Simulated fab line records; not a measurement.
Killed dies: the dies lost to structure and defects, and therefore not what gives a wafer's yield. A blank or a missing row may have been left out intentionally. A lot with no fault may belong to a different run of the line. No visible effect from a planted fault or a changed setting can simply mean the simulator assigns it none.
A struck lot beside a sound one | flow nandHarc | 13 out of 1159 route steps
Sound: these wafers, L600.2, L600.4, L600.5. Wafers struck: L595.1, L595.2, L595.6. At the end, the cause is stated.
Per side, at each step with rows, come the tool, then ch with its chambers, and then its first start. Under that, the readings that differ: sound wafers | struck wafers | difference of the means | sigmas: that difference in standard deviations of wafers without a fault.
alike: readings whose means differ by less than 2 such deviations, and words and numbers that are the same on both sides. not compared: withheld readings, readings that some wafer has no value for, bounds like >300 that may hide the same value, and numbers for which the record gives no deviation and whose values overlap.
The two part at a step that has a row with sigmas, a row that says differs or no value, or rows on one side only. When numbers do not overlap yet have no deviation, they are printed without sigmas and do not part them. Lack of a reading on every wafer of one side parts them only where that side has two or more wafers.

first, 1 step without rows for these wafers: NHARC_A_ONON_D1_DEP_06 (target thk 1000 nm).
NHARC_A_ONON_D1_THK_MEAS_08: measures by ellipsometry.
  sound: filmMetro-02 at day 12 06:22; struck: filmMetro-01 at day 11 03:27
reading    | sound          | struck      | difference | sigmas
thkNm (nm) | 1009 1008 1009 | 984 986 986 | -23        | -2
following that, 1 step holds no rows for these wafers, namely NHARC_A_ONON_D1_DEP_09 (target thickness 1000 nm).
NHARC_A_ONON_D1_THK_MEAS_11: measures by ellipsometry.
  sound: filmMetro-02 at day 12 06:56; struck: filmMetro-02 at day 11 04:01
  alike: thkNm
following that, 1 step holds no rows for these wafers, namely NHARC_A_ONON_D1_DEP_12 (target thickness 1000 nm).
NHARC_A_ONON_D1_THK_MEAS_14: measures by ellipsometry.
  sound: filmMetro-01 at day 12 07:30; struck: filmMetro-02 at day 11 04:35
  alike: thkNm
then, 2 steps without rows for these wafers: NHARC_A_ONON_D1_ANNEAL_15 (time 3600 s); NHARC_A_ONON_D1_DEP_16 (target thk 1000 nm).
NHARC_A_ONON_D1_THK_MEAS_18: measures by ellipsometry.
  sound: filmMetro-02 at day 12 15:45; struck: filmMetro-02 at day 11 13:41
  alike: thkNm
following that, 1 step holds no rows for these wafers, namely NHARC_A_ONON_D1_DEP_19 (target thickness 1000 nm).
NHARC_A_ONON_D1_THK_MEAS_21: measures by ellipsometry.
  sound: filmMetro-02 at day 12 16:19; struck: filmMetro-01 at day 11 14:15
  alike: thkNm
NHARC_A_ONON_D1_DEP_22: target thk 1000 nm.
  struck on pecvdOnon-02, day 11 14:19; sound on pecvdOnon-03 ch 0, day 12 16:26
  no value came back on the struck wafers for n2FlowSccm (sccm), n2oFlowSccm (sccm), nh3FlowSccm (sccm), sih4FlowSccm (sccm); on the sound wafers n2FlowSccm (sccm) reads 2741 2754 2745
-- the record jumps here: 11 days lie between the struck wafers' starts before and after (it left off in module A_ONON_D1 and takes up again in module END, whose first step shown is number 1159 of the route) --
NHARC_END_SORT_01:
  only the struck wafers appear in the record here, on prober-01 ch 0 at day 22 10:04; the sound ones have no rows

## WHERE THEY PART
At NHARC_A_ONON_D1_THK_MEAS_08 first; at NHARC_END_SORT_01 last (within this record only).

WHY: the cause the simulator had injected
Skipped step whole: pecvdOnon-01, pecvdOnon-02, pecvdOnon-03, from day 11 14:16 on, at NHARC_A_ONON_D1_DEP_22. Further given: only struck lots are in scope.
